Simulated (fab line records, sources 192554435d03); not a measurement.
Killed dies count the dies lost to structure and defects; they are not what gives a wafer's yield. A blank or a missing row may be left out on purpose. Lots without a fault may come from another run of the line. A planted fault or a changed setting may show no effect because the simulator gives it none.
Chamber matching / flow n5Finfet / N5_BEOL_M7_DESCUM_16 on rieDiel-06 has 4 sister chambers
The step chemistry O2, time 7.9 s. 4 wafers are shown with their chamber, then 9 later ones without.

== WAFERS PAIRED WITH THEIR CHAMBERS ==
wafer=L085.1; chamber=0; drypumpMotorCurrentA (A)=6.2
wafer=L086.3; chamber=1; drypumpMotorCurrentA (A)=5.4
wafer=L088.5; chamber=2; drypumpMotorCurrentA (A)=5.2
wafer=L088.6; chamber=3; drypumpMotorCurrentA (A)=5.4

== WAFERS WITHOUT THEIR CHAMBER ==
wafer=L087.2; drypumpMotorCurrentA (A)=5.5
wafer=L087.3; drypumpMotorCurrentA (A)=6.2
wafer=L087.5; drypumpMotorCurrentA (A)=6.2
wafer=L093.1; drypumpMotorCurrentA (A)=6.2
wafer=L093.5; drypumpMotorCurrentA (A)=6.2
wafer=L093.6; drypumpMotorCurrentA (A)=5.5
wafer=L097.1; drypumpMotorCurrentA (A)=6.2
wafer=L097.2; drypumpMotorCurrentA (A)=5.2
wafer=L097.4; drypumpMotorCurrentA (A)=5.4

== WHICH CHAMBER EACH WENT THROUGH ==
wafer=L087.2; from the rows above=can't be placed: 1 or 3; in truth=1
wafer=L087.3; from the rows above=0; in truth=0
wafer=L087.5; from the rows above=0; in truth=0
wafer=L093.1; from the rows above=0; in truth=0
wafer=L093.5; from the rows above=0; in truth=0
wafer=L093.6; from the rows above=can't be placed: 1 or 3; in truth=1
wafer=L097.1; from the rows above=0; in truth=0
wafer=L097.2; from the rows above=2; in truth=2
wafer=L097.4; from the rows above=can't be placed: 1 or 3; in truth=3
Correct placement for 6 of the 9. Not placeable from these rows: 3 (in 3, the candidates include the true chamber). Placed wrongly: 0.
How it was worked out, from the rows above alone: a wafer's distance from a chamber is the root of the sum, over the readings, of the square of ((its reading less the chamber's mean) divided by the reading's scatter). The wafer belongs to the nearest chamber; if the next one is less than 2 further off, it can't be placed. For every chamber, the mean is computed from those of its wafers that are shown. The scatter: with one shown wafer a chamber, the root of the mean of the squares of how far each hidden wafer lies from its nearest shown one.
